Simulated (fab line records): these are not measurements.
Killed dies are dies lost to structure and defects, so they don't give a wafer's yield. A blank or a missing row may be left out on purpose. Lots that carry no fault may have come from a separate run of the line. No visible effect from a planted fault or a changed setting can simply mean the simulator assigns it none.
Chamber matching :: flow nandHarc :: NHARC_A_BLC_CMP_25 on cmp-01 has 4 sister chambers
The step polishes, t overpolish 30 s, target thk 150 nm. 14 wafers are shown with their chamber, then 7 later ones without.

WAFERS PAIRED WITH THEIR CHAMBERS
wafer: L074.2
chamber: 0
motorCurrentA (A): 12.9
timeToEndpointS (s): 28.1
overpolishRunS (s): 30.014

wafer: L074.4
chamber: 2
motorCurrentA (A): 12.2
timeToEndpointS (s): 29.7
overpolishRunS (s): 30.002

wafer: L074.6
chamber: 1
motorCurrentA (A): 12.5
timeToEndpointS (s): 26.2
overpolishRunS (s): 30.023

wafer: L079.4
chamber: 3
motorCurrentA (A): 12.4
timeToEndpointS (s): 23.8
overpolishRunS (s): 30.013

wafer: L079.5
chamber: 3
motorCurrentA (A): 12.7
timeToEndpointS (s): 26.0
overpolishRunS (s): 30.017

wafer: L079.6
chamber: 0
motorCurrentA (A): 13.7
timeToEndpointS (s): 28.7
overpolishRunS (s): 30.003

wafer: L080.4
chamber: 3
motorCurrentA (A): 12.6
timeToEndpointS (s): 22.8
overpolishRunS (s): 30.019

wafer: L080.5
chamber: 0
motorCurrentA (A): 13.5
timeToEndpointS (s): 30.1
overpolishRunS (s): 29.997

wafer: L080.6
chamber: 3
motorCurrentA (A): 13.2
timeToEndpointS (s): 25.6
overpolishRunS (s): 30.008

wafer: L084.1
chamber: 2
motorCurrentA (A): 11.6
timeToEndpointS (s): 30.7
overpolishRunS (s): 29.987

wafer: L084.2
chamber: 0
motorCurrentA (A): 13.4
timeToEndpointS (s): 31.1
overpolishRunS (s): 30.016

wafer: L084.3
chamber: 3
motorCurrentA (A): 12.8
timeToEndpointS (s): 27.1
overpolishRunS (s): 30.017

wafer: L087.1
chamber: 2
motorCurrentA (A): 11.7
timeToEndpointS (s): 29.5
overpolishRunS (s): 29.999

wafer: L087.2
chamber: 1
motorCurrentA (A): 12.4
timeToEndpointS (s): 26.0
overpolishRunS (s): 29.989

SIGNATURES (means of the wafers above)
reading: motorCurrentA
chamber 0: 13.375
chamber 1: 12.450
chamber 2: 11.833
chamber 3: 12.740
scatter within a chamber: 0.302

reading: timeToEndpointS
chamber 0: 29.500
chamber 1: 26.100
chamber 2: 29.967
chamber 3: 25.060
scatter within a chamber: 1.36

reading: overpolishRunS
chamber 0: 30.00750
chamber 1: 30.00600
chamber 2: 29.99600
chamber 3: 30.01480
scatter within a chamber: 0.0101
Rule: for each reading, subtract the chamber's mean from the wafer's reading, divide by that reading's scatter and square the result; add these up over the readings and take the root, which gives the wafer's distance from the chamber. If the next closest chamber is less than 2 further off than the closest, the wafer can't be placed; otherwise it belongs to the closest. The scatter: the root of (the sum of the squares of (reading less its chamber's mean) over the shown wafers, divided by (wafers less chambers)).

WAFERS WHOSE CHAMBER IS MISSING
wafer: L087.6
motorCurrentA (A): 12.2
timeToEndpointS (s): 27.8
overpolishRunS (s): 30.002

wafer: L091.1
motorCurrentA (A): 11.9
timeToEndpointS (s): 29.7
overpolishRunS (s): 30.009

wafer: L091.4
motorCurrentA (A): 12.6
timeToEndpointS (s): 30.1
overpolishRunS (s): 29.994

wafer: L091.5
motorCurrentA (A): 12.6
timeToEndpointS (s): 30.1
overpolishRunS (s): 29.980

wafer: L094.2
motorCurrentA (A): 11.7
timeToEndpointS (s): 26.1
overpolishRunS (s): 30.008

wafer: L094.4
motorCurrentA (A): 12.6
timeToEndpointS (s): 25.2
overpolishRunS (s): 30.005

wafer: L094.5
motorCurrentA (A): 13.6
timeToEndpointS (s): 26.5
overpolishRunS (s): 30.005

WHICH CHAMBER EACH ONE RAN IN
wafer: L087.6
from the rows above: can't be placed: 1 or 2 or 3
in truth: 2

wafer: L091.1
from the rows above: can't be placed: 2 or 1
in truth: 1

wafer: L091.4
from the rows above: can't be placed: 2 or 0 or 1 or 3
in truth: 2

wafer: L091.5
from the rows above: can't be placed: 2 or 0 or 1
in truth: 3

wafer: L094.2
from the rows above: can't be placed: 1 or 2 or 3
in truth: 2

wafer: L094.4
from the rows above: can't be placed: 1 or 3
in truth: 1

wafer: L094.5
from the rows above: can't be placed: 0 or 3 or 1
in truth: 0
Correctly placed: 0 of 7. Can't be placed from these rows: 7 (the true chamber is among the candidates in 6). 0 placed wrongly.
